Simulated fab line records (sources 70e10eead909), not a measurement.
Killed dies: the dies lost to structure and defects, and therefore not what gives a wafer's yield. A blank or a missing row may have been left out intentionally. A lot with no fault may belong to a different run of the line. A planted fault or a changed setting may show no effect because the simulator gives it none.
The tool behind it: which one? -- flow nand harc -- 14 lots with 42 wafers sampled at 3 steps, on a route of 1302 steps

## WHAT EACH GAUGE READ, for each wafer
NHARC_P_M2_CD_MEAS_16. Usual: 170.3 nm for cd nm, sd 0.84.
lot,measured,on,cd nm (nm),flag
L227,day 6 16:46,cd sem-01,168.5 170.0 169.2,
L228,day 7 00:05,cd sem-01,171.6 171.4 170.2,
L229,day 7 05:34,cd sem-01,170.5 169.5 170.1,
L231,day 8 01:55,cd sem-02,171.7 171.2 172.0,
L234,day 9 06:33,cd sem-01,171.3 171.3 169.5,
L235,day 9 19:48,cd sem-01,171.7 169.6 170.4,
L238,day 11 09:31,cd sem-01,- - -,OFF
L240,day 11 17:38,cd sem-02,- - -,OFF
L243,day 13 03:53,cd sem-03,170.0 171.1 170.9,
L245,day 13 19:23,cd sem-02,170.9 169.6 170.2,
L246,day 14 07:14,cd sem-03,168.8 169.3 169.9,
L247,day 14 14:55,cd sem-01,170.0 170.0 168.7,
L248,day 15 06:11,cd sem-03,169.5 169.4 168.5,
L249,day 15 14:51,cd sem-01,170.3 170.6 169.5,

## TOOL THAT RAN EACH LOT (tool first, then ch and the chambers of the sampled wafers, then the start)
lot,NHARC_P_M1_ETCH_28,NHARC_P_M2_DEVELOP_08
L227,"rie diel-10 ch 0,1,3, day 6 16:00 or earlier","litho track-04 ch 0, day 6 16:00"
L228,"rie diel-10 ch 1,2, day 6 23:00 or earlier","litho track-01 ch 0, day 6 23:00"
L229,"rie diel-04 ch 1,3, day 7 04:00 or earlier","litho track-06 ch 0, day 7 04:00"
L231,"rie diel-10 ch 1,3, day 8 01:00 or earlier","litho track-01 ch 0, day 8 01:00"
L234,"rie diel-03 ch 0,2,3, day 9 05:00 or earlier","litho track-01 ch 0, day 9 05:00"
L235,"rie diel-04 ch 0,2, day 9 19:00 or earlier","litho track-04 ch 0, day 9 19:00"
L238,"rie diel-03 ch 0,1,3, day 11 08:00 or earlier","litho track-04, day 11 08:00"
L240,"rie diel-03 ch 0,1, day 11 17:00 or earlier","litho track-01, day 11 17:00"
L243,"rie diel-10 ch 1,2,3, day 13 03:00 or earlier","litho track-04 ch 0, day 13 03:00"
L245,"rie diel-03 ch 0,1,3, day 13 18:00 or earlier","litho track-01 ch 0, day 13 18:00"
L246,"rie diel-10 ch 1,2,3, day 14 06:00 or earlier","litho track-04 ch 0, day 14 06:00"
L247,"rie diel-10 ch 1,3, day 14 14:00 or earlier","litho track-04 ch 0, day 14 14:00"
L248,"rie diel-10 ch 1,2,3, day 15 05:00 or earlier","litho track-04 ch 0, day 15 05:00"
L249,"rie diel-04 ch 0,1, day 15 14:00 or earlier","litho track-04 ch 0, day 15 14:00"
- NHARC_P_M1_ETCH_28: etches the open film in CF4/N2, target depth 30 nm, time 72.99 s.
- NHARC_P_M2_DEVELOP_08: develop time 35 s.

## WHAT THE TOOLS THEMSELVES READ (means of the sampled wafers that have a number; where no wafer has one, the mark that the record gives instead)
NHARC_P_M1_ETCH_28. Usual: drypump motor current A 5.7 A, standard deviation 0.45; oes product au 1.004 a.u., standard deviation 0.013; rf vpp V 313.8 V, standard deviation 1.9; showerhead plenum p Torr 2.60 Torr, standard deviation 0.11; throttle valve pct 19.794 %, standard deviation 0.01.
lot,tool,drypump motor current A (A),oes product au (a.u.),rf vpp V (V),showerhead plenum p Torr (Torr),throttle valve pct (%),flag
L227,rie diel-10,5.8,0.998,313.8,2.58,19.802,
L228,rie diel-10,5.4,0.999,316.5,2.74,19.788,
L229,rie diel-04,5.7,1.007,313.6,2.57,19.792,
L231,rie diel-10,6.2,1.006,312.8,2.56,19.790,
L234,rie diel-03,5.9,0.998,312.5,2.51,19.793,
L235,rie diel-04,5.4,1.010,314.7,2.65,19.803,
L238,rie diel-03,5.8,1.000,312.4,2.56,19.802,
L240,rie diel-03,6.0,1.012,312.6,2.53,19.788,
L243,rie diel-10,5.8,1.004,314.2,2.65,19.779,
L245,rie diel-03,5.8,1.017,312.8,2.55,19.805,
L246,rie diel-10,5.8,0.994,314.3,2.65,19.786,
L247,rie diel-10,6.3,0.994,313.3,2.55,19.794,
L248,rie diel-10,5.8,1.009,314.1,2.65,19.804,
L249,rie diel-04,5.4,1.010,316.0,2.68,19.801,

NHARC_P_M2_DEVELOP_08. Usual: chill plate temp C 22.99 C, standard deviation 0.11; developer temp C 22.98 C, standard deviation 0.1.
lot,tool,chill plate temp C (C),developer temp C (C),flag
L227,litho track-04,23.06,22.94,
L228,litho track-01,23.13,23.04,
L229,litho track-06,23.12,22.97,
L231,litho track-01,22.94,22.96,
L234,litho track-01,23.03,23.06,
L235,litho track-04,22.90,23.04,
L238,litho track-04,-,-,OFF
L240,litho track-01,-,-,OFF
L243,litho track-04,23.04,23.02,
L245,litho track-01,22.84,22.94,
L246,litho track-04,22.95,22.85,
L247,litho track-04,22.93,23.04,
L248,litho track-04,22.99,22.99,
L249,litho track-04,22.82,23.12,

## THE ANSWER, worked out from the rows above alone
Rule: take the mean of a lot's wafers that have a number; if it is more than 3 standard deviations from the usual mean, the lot is off. Also off: a lot with no number at a reading for which 4 or more lots have one. All remaining lots with rows at the step are treated as sound. After the gauges, taken in route order, come the tools' own readings; for these a lot's mean is taken, as printed above. The first step at which some lot is off is used, and at that step the reading that is off furthest; a lot without a number counts as furthest.
Off at NHARC_P_M2_CD_MEAS_16 (cd nm): L238, L240. Without a number there: L238, L240.
A tool fits if, at a process step before that reading, it ran every lot that is off, and no sound lot after the first of them. Not tried: the gauges at NHARC_P_M2_CD_MEAS_16; whatever is off there is also off at NHARC_P_M2_DEVELOP_08, on other tools, and gauge error can't account for it. NHARC_P_M1_ETCH_28 gives no start for some lots, so the hours and the order of its lots are those of NHARC_P_M2_DEVELOP_08. Not one of the candidates tried fits.

## WHAT WAS PUT IN BY THE SIMULATOR
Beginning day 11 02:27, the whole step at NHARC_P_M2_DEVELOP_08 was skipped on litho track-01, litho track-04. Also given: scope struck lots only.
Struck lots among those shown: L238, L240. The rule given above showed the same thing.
